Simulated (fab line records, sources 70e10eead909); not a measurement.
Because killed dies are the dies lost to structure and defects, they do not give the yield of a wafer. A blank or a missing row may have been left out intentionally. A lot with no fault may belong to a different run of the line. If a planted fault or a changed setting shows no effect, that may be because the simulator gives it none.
Which of the tools did it? / flow nand_harc / Sampling: 7 lots, 21 wafers, 2 of 1159 route steps

WHAT THE GAUGES READ, wafer by wafer
NHARC_HYBRID_BOND_OVL_MEAS_05.
lot=L202; measured=day 19 14:52; on=overlay-02; overlay_x_nm (nm)=-1 -52 -12
lot=L200; measured=day 20 01:47; on=overlay-02; overlay_x_nm (nm)=52 15 -29
lot=L204; measured=day 20 06:58; on=overlay-02; overlay_x_nm (nm)=-30 15 33
lot=L205; measured=day 20 23:53; on=overlay-01; overlay_x_nm (nm)=9 -81 -31
lot=L208; measured=day 21 11:01; on=overlay-02; overlay_x_nm (nm)=39 -15 15
lot=L213; measured=day 23 02:32; on=overlay-01; overlay_x_nm (nm)=-31 -7 -68
lot=L220; measured=day 24 10:47; on=overlay-01; overlay_x_nm (nm)=30 23 -37

WHICH TOOL RAN EACH LOT (tool, then ch and the chambers of the sampled wafers, then the start)
lot=L202; NHARC_A_BONDPAD_DEGAS_25=pvd_sputter-03, day 19 00:47
lot=L200; NHARC_A_BONDPAD_DEGAS_25=pvd_sputter-03, day 19 14:24
lot=L204; NHARC_A_BONDPAD_DEGAS_25=pvd_sputter-03, day 19 21:12
lot=L205; NHARC_A_BONDPAD_DEGAS_25=pvd_sputter-01, day 20 11:51
lot=L208; NHARC_A_BONDPAD_DEGAS_25=pvd_sputter-02, day 21 01:51
lot=L213; NHARC_A_BONDPAD_DEGAS_25=pvd_sputter-03, day 22 13:36
lot=L220; NHARC_A_BONDPAD_DEGAS_25=pvd_sputter-03, day 23 23:24
- NHARC_A_BONDPAD_DEGAS_25: time 60 s.

THE ANSWER, worked out from the rows above alone
Rule: what is usual is taken from the lots themselves. Put in order of their means at a reading, lots are off if they are a third of the lots or fewer, leave a main group of 4 or more, and stand apart from it by a gap of 3 or more times the standard deviation of the main group's means; of several such gaps the widest counts. A main group whose means are all the same, to the digits that the tables above print for the reading, isn't used. Also off: a lot with no number at a reading for which 4 or more lots have one. Where the step has rows for the other lots, those lots are counted as sound.
Nothing can be told from this: no lot is off at any reading shown.

WHAT THE SIMULATOR HAD INSERTED
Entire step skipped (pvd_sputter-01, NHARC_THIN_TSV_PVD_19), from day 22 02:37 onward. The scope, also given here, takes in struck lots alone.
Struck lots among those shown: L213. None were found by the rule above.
